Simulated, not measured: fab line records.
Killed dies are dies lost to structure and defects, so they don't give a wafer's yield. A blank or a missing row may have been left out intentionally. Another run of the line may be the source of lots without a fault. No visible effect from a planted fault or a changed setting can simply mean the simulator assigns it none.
Chamber matching || flow n5 finfet || 3 sister chambers for N5_BEOL_M0_CO_CAP_123 on cvd co-02
The step material Co, precursor CCTBA/H2, target thk 2 nm, time 102.1 s. 3 wafers are shown with their chamber, then 12 later ones without.

WAFERS PAIRED WITH THEIR CHAMBERS
{"wafer": "L088.1", "chamber": 2, "heater power w (W)": 201}
{"wafer": "L088.3", "chamber": 0, "heater power w (W)": 234}
{"wafer": "L088.4", "chamber": 1, "heater power w (W)": 301}

WAFERS WHOSE CHAMBER IS MISSING
{"wafer": "L089.1", "heater power w (W)": 232}
{"wafer": "L089.4", "heater power w (W)": 238}
{"wafer": "L089.5", "heater power w (W)": 202}
{"wafer": "L091.2", "heater power w (W)": 203}
{"wafer": "L091.3", "heater power w (W)": 302}
{"wafer": "L091.6", "heater power w (W)": 234}
{"wafer": "L092.1", "heater power w (W)": 300}
{"wafer": "L092.2", "heater power w (W)": 240}
{"wafer": "L092.3", "heater power w (W)": 201}
{"wafer": "L096.2", "heater power w (W)": 303}
{"wafer": "L096.4", "heater power w (W)": 308}
{"wafer": "L096.6", "heater power w (W)": 203}

EACH ONE'S CHAMBER
{"wafer": "L089.1", "from the rows above": 0, "in truth": 0}
{"wafer": "L089.4", "from the rows above": 0, "in truth": 0}
{"wafer": "L089.5", "from the rows above": 2, "in truth": 2}
{"wafer": "L091.2", "from the rows above": 2, "in truth": 2}
{"wafer": "L091.3", "from the rows above": 1, "in truth": 1}
{"wafer": "L091.6", "from the rows above": 0, "in truth": 0}
{"wafer": "L092.1", "from the rows above": 1, "in truth": 1}
{"wafer": "L092.2", "from the rows above": 0, "in truth": 0}
{"wafer": "L092.3", "from the rows above": 2, "in truth": 2}
{"wafer": "L096.2", "from the rows above": 1, "in truth": 1}
{"wafer": "L096.4", "from the rows above": 1, "in truth": 1}
{"wafer": "L096.6", "from the rows above": 2, "in truth": 2}
Correct placement for 12 of the 12. Not placeable from these rows: 0. Wrongly placed: 0.
How it was worked out, from the rows above alone: a wafer's distance from a chamber is the root of the sum, over the readings, of the square of ((its reading less the chamber's mean) divided by the reading's scatter). The wafer belongs to the nearest chamber; if the next one is less than 2 further off, it can't be placed. The mean given for a chamber averages the wafers shown for that chamber. The scatter: with one shown wafer a chamber, the root of the mean of the squares of how far each hidden wafer lies from its nearest shown one.
